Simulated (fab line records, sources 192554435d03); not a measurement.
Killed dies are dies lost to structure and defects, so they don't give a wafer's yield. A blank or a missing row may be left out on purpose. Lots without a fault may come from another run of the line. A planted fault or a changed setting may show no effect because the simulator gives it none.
Which tool did it? | flow n5_finfet | 15 lots, 45 wafers sampled, at 4 steps of a route of 1938

WHAT THE GAUGES READ, wafer by wafer
The record holds no reading of a measuring or inspecting step that can be judged against a usual standard deviation.

WHICH TOOL RAN EACH LOT (tool, then ch and the chambers of the sampled wafers, then the start)
lot  | N5_BEOL_M4_ANNEAL_89         | N5_BEOL_M4_ANNEAL_95         | N5_BEOL_M5_EXPOSE_08              | N5_BEOL_M5_ETCH_72
L552 | pvd_sputter-01, day 8 06:52  | pvd_sputter-01, day 8 07:31  | euv_scanner-02 ch 0, day 8 11:56  | rie_diel-06 ch 0,2, day 8 12:13
L551 | pvd_sputter-02, day 8 10:02  | pvd_sputter-02, day 8 10:41  | euv_scanner-01 ch 0, day 8 14:35  | rie_diel-05 ch 1,3, day 8 14:52
L553 | pvd_sputter-03, day 8 11:43  | pvd_sputter-03, day 8 12:23  | euv_scanner-02 ch 0, day 8 15:56  | rie_diel-03 ch 0,1,2, day 8 16:14
L554 | pvd_sputter-03, day 8 21:02  | pvd_sputter-03, day 8 21:42  | euv_scanner-01 ch 0, day 9 02:55  | rie_diel-05 ch 1,2,3, day 9 03:11
L557 | pvd_sputter-02, day 9 20:23  | pvd_sputter-02, day 9 21:03  | euv_scanner-01 ch 0, day 10 01:01 | rie_diel-03 ch 0,1, day 10 01:19
L559 | pvd_sputter-03, day 9 20:26  | pvd_sputter-03, day 9 21:05  | euv_scanner-02 ch 0, day 10 01:22 | rie_diel-05 ch 0,1, day 10 01:38
L558 | pvd_sputter-02, day 9 22:20  | pvd_sputter-02, day 9 22:59  | euv_scanner-02, day 10 05:48      | rie_diel-05 ch 0,1, day 10 06:10
L560 | pvd_sputter-02, day 10 00:13 | pvd_sputter-02, day 10 00:52 | euv_scanner-01, day 10 06:17      | rie_diel-05 ch 0,1, day 10 06:46
L561 | pvd_sputter-02, day 10 02:49 | pvd_sputter-02, day 10 03:29 | euv_scanner-01, day 10 11:32      | rie_diel-03 ch 0,1, day 10 12:43
L562 | pvd_sputter-03, day 10 15:10 | pvd_sputter-03, day 10 15:50 | euv_scanner-01 ch 0, day 10 19:57 | rie_diel-05 ch 1,2, day 10 20:14
L566 | pvd_sputter-01, day 11 18:02 | pvd_sputter-01, day 11 18:42 | euv_scanner-02 ch 0, day 12 00:53 | rie_diel-06 ch 1,2,3, day 12 01:15
L568 | pvd_sputter-02, day 12 07:27 | pvd_sputter-02, day 12 08:07 | euv_scanner-02 ch 0, day 12 11:35 | rie_diel-06 ch 0,2,3, day 12 11:52
L569 | pvd_sputter-03, day 12 12:55 | pvd_sputter-03, day 12 13:35 | euv_scanner-01 ch 0, day 12 18:16 | rie_diel-03 ch 0,1,2, day 12 18:34
L572 | pvd_sputter-02, day 13 03:19 | pvd_sputter-02, day 13 03:59 | euv_scanner-01 ch 0, day 13 08:27 | rie_diel-03 ch 0,1,2, day 13 08:44
L573 | pvd_sputter-03, day 13 15:28 | pvd_sputter-03, day 13 16:07 | euv_scanner-02 ch 0, day 13 21:34 | rie_diel-06 ch 0,1,3, day 13 22:16
- N5_BEOL_M4_ANNEAL_89: time 240 s.
- N5_BEOL_M4_ANNEAL_95: time 240 s.
- N5_BEOL_M5_EXPOSE_08: exposes mask M5, target cd 28 nm.
- N5_BEOL_M5_ETCH_72: etches underlayer in N2/H2, target depth 6.5 nm, time 5.2 s.

WHAT THE TOOLS THEMSELVES READ (means of the sampled wafers that have a number; where no wafer has one, the mark that the record gives instead)
N5_BEOL_M4_ANNEAL_89.
lot  | tool           | heater_power_w (W)
L552 | pvd_sputter-01 | 796
L551 | pvd_sputter-02 | 800
L553 | pvd_sputter-03 | 857
L554 | pvd_sputter-03 | 846
L557 | pvd_sputter-02 | 880
L559 | pvd_sputter-03 | 823
L558 | pvd_sputter-02 | 825
L560 | pvd_sputter-02 | 880
L561 | pvd_sputter-02 | 945
L562 | pvd_sputter-03 | 767
L566 | pvd_sputter-01 | 836
L568 | pvd_sputter-02 | 932
L569 | pvd_sputter-03 | 807
L572 | pvd_sputter-02 | 877
L573 | pvd_sputter-03 | 815

N5_BEOL_M4_ANNEAL_95.
lot  | tool           | heater_power_w (W)
L552 | pvd_sputter-01 | 796
L551 | pvd_sputter-02 | 813
L553 | pvd_sputter-03 | 850
L554 | pvd_sputter-03 | 857
L557 | pvd_sputter-02 | 897
L559 | pvd_sputter-03 | 810
L558 | pvd_sputter-02 | 834
L560 | pvd_sputter-02 | 884
L561 | pvd_sputter-02 | 946
L562 | pvd_sputter-03 | 759
L566 | pvd_sputter-01 | 823
L568 | pvd_sputter-02 | 910
L569 | pvd_sputter-03 | 819
L572 | pvd_sputter-02 | 866
L573 | pvd_sputter-03 | 800

N5_BEOL_M5_EXPOSE_08.
lot  | tool           | exposure_dose_mJ_cm2 | focus_offset_nm (nm)
L552 | euv_scanner-02 | 35.67                | -0.7
L551 | euv_scanner-01 | 35.67                | 0.5
L553 | euv_scanner-02 | 35.65                | 0.0
L554 | euv_scanner-01 | 35.62                | -0.4
L557 | euv_scanner-01 | 35.64                | 0.4
L559 | euv_scanner-02 | 35.65                | 0.1
L558 | euv_scanner-02 | -                    | -
L560 | euv_scanner-01 | -                    | -
L561 | euv_scanner-01 | -                    | -
L562 | euv_scanner-01 | 35.65                | 0.2
L566 | euv_scanner-02 | 35.61                | 0.3
L568 | euv_scanner-02 | 35.65                | 0.1
L569 | euv_scanner-01 | 35.63                | -0.9
L572 | euv_scanner-01 | 35.61                | 0.1
L573 | euv_scanner-02 | 35.69                | -0.8

N5_BEOL_M5_ETCH_72.
lot  | tool        | drypump_motor_current_A (A) | etch_rf_on_time_s (s) | oes_product_au (a.u.) | rf_vpp_V (V) | showerhead_plenum_p_Torr (Torr) | throttle_valve_pct (%)
L552 | rie_diel-06 | 5.63                        | 5.10                  | 0.63                  | 523.5        | 2.59                            | 18.3
L551 | rie_diel-05 | 5.37                        | 5.12                  | 0.69                  | 523.4        | 2.52                            | 17.8
L553 | rie_diel-03 | 5.50                        | 5.24                  | 0.63                  | 524.3        | 2.57                            | 17.7
L554 | rie_diel-05 | 5.49                        | 5.06                  | 0.74                  | 524.4        | 2.54                            | 17.7
L557 | rie_diel-03 | 5.72                        | 5.27                  | 0.63                  | 524.8        | 2.56                            | 17.6
L559 | rie_diel-05 | 5.15                        | 5.13                  | 0.82                  | 524.5        | 2.58                            | 17.7
L558 | rie_diel-05 | 5.18                        | 5.14                  | 0.82                  | 525.0        | 2.58                            | 17.7
L560 | rie_diel-05 | 5.19                        | 5.09                  | 0.82                  | 524.4        | 2.58                            | 17.7
L561 | rie_diel-03 | 5.51                        | 5.30                  | 0.66                  | 525.2        | 2.62                            | 17.6
L562 | rie_diel-05 | 5.61                        | 5.00                  | 0.79                  | 524.3        | 2.56                            | 17.6
L566 | rie_diel-06 | 5.55                        | 5.14                  | 0.67                  | 523.4        | 2.56                            | 18.1
L568 | rie_diel-06 | 5.45                        | 5.11                  | 0.61                  | 524.1        | 2.58                            | 18.2
L569 | rie_diel-03 | 5.51                        | 5.30                  | 0.68                  | 524.4        | 2.55                            | 17.7
L572 | rie_diel-03 | 5.47                        | 5.30                  | 0.68                  | 524.2        | 2.55                            | 17.7
L573 | rie_diel-06 | 5.28                        | 5.08                  | 0.66                  | 524.5        | 2.59                            | 17.9

THE ANSWER, worked out from the rows above alone
Rule: what is usual is taken from the lots themselves. Put in order of their means at a reading, lots are off if they are a third of the lots or fewer, leave a main group of 4 or more, and stand apart from it by a gap of 3 or more times the standard deviation of the main group's means; of several such gaps the widest counts. A main group whose means are all the same, to the digits that the tables above print for the reading, isn't used. A lot without any number at a reading at which 4 lots or more have one is off too. The other lots that the step has rows for count as sound. The gauges are gone through in route order, then the tools' own readings, and for those a lot's mean is taken as printed above. The first step at which some lot is off is used, and at that step the reading that is off furthest; a lot without a number counts as furthest.
Off: L558, L560, L561, at N5_BEOL_M5_EXPOSE_08 (exposure_dose_mJ_cm2). Without a number there: L558, L560, L561. The main group: mean 35.64, standard deviation 0.024.
A tool fits if, at that step or a process step before it, it ran every lot that is off, and no sound lot after the first of them. None of those tried fits.

WHAT THE SIMULATOR HAD PUT IN
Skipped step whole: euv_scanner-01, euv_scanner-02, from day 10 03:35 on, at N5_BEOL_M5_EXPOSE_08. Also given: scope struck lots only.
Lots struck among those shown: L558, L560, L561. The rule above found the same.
